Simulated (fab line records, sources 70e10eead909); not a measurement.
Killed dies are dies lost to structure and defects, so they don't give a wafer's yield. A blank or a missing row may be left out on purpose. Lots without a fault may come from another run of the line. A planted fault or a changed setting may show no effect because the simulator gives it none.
Chamber matching | flow nand_harc | NHARC_A_SGD_CUT_CMP_21 on cmp-03: 4 sister chambers
The step polishes, target thk 148.19 nm. 8 wafers are shown with their chamber, then 8 later ones without.

WAFERS WITH THEIR CHAMBER
wafer  | chamber | motor_current_A (A) | time_to_endpoint_s (s)
L078.1 | 1       | 11.2                | 49.4
L080.3 | 3       | 11.3                | 48.3
L080.5 | 2       | 11.0                | 47.1
L080.6 | 1       | 11.8                | 46.7
L084.4 | 0       | 12.3                | 51.7
L084.5 | 3       | 12.0                | 48.2
L084.6 | 2       | 11.1                | 50.5
L088.2 | 0       | 12.0                | 47.0

WAFERS WITHOUT THEIR CHAMBER
wafer  | motor_current_A (A) | time_to_endpoint_s (s)
L088.4 | 11.4                | 45.5
L088.5 | 11.3                | 46.5
L092.1 | 11.7                | 47.0
L092.2 | 12.3                | 48.1
L092.5 | 11.2                | 48.9
L096.1 | 11.5                | 50.6
L096.3 | 10.7                | 51.8
L096.6 | 11.9                | 48.6

WHICH CHAMBER EACH WENT THROUGH
wafer  | from the rows above               | in truth
L088.4 | can't be placed: 1 or 3 or 2 or 0 | 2
L088.5 | can't be placed: 1 or 2 or 3 or 0 | 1
L092.1 | can't be placed: 3 or 1 or 0 or 2 | 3
L092.2 | can't be placed: 0 or 3 or 1      | 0
L092.5 | can't be placed: 2 or 1 or 3      | 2
L096.1 | can't be placed: 3 or 1 or 2 or 0 | 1
L096.3 | can't be placed: 2 or 1 or 3      | 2
L096.6 | can't be placed: 3 or 0 or 1 or 2 | 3
Placed correctly: 0 of 8. Can't be placed from these rows: 8 (the true chamber is among the candidates in 8). Placed wrongly: 0.
How it was worked out, from the rows above alone: a wafer's distance from a chamber is the root of the sum, over the readings, of the square of ((its reading less the chamber's mean) divided by the reading's scatter). The wafer belongs to the nearest chamber; if the next one is less than 2 further off, it can't be placed. A chamber's mean is the mean of its shown wafers. The scatter: the root of (the sum of the squares of (reading less its chamber's mean) over the shown wafers, divided by (wafers less chambers)).
